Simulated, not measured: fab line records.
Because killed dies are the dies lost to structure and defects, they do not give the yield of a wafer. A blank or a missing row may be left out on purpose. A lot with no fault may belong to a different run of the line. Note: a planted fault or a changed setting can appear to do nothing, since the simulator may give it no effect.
Chamber matching | flow nandHarc | NHARC_A_WL_FILL_ALD_02 on aldMetal-01 has 4 sister chambers
The step deposits TiN, target thk 2 nm, pulse time 3 s, ald cycles 100. 4 wafers are shown with their chamber, then 7 later ones without.

## EACH WAFER AND ITS CHAMBER
wafer  | chamber | heaterPowerOuterW (W)
L075.6 | 2       | 650
L080.3 | 1       | 582
L083.2 | 3       | 664
L083.4 | 0       | 605

## WAFERS WHOSE CHAMBER IS MISSING
wafer  | heaterPowerOuterW (W)
L083.5 | 569
L091.2 | 601
L091.4 | 580
L091.6 | 613
L094.1 | 608
L094.4 | 597
L094.6 | 650

## WHICH CHAMBER EACH WENT THROUGH
wafer  | from the rows above     | in truth
L083.5 | 1                       | 1
L091.2 | 0                       | 0
L091.4 | 1                       | 1
L091.6 | 0                       | 0
L094.1 | 0                       | 0
L094.4 | can't be placed: 0 or 1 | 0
L094.6 | 2                       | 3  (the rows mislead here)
Correct placement for 5 of the 7. Not placeable from these rows: 1 (in 1, the candidates include the true chamber). Number placed wrongly: 1.
How it was worked out, from the rows above alone: a wafer's distance from a chamber is the root of the sum, over the readings, of the square of ((its reading less the chamber's mean) divided by the reading's scatter). The wafer belongs to the nearest chamber; if the next one is less than 2 further off, it can't be placed. Each chamber's mean is taken over the wafers shown for it. The scatter (one wafer shown for each chamber): square how far every hidden wafer sits from the nearest shown wafer, average those squares and take the square root.
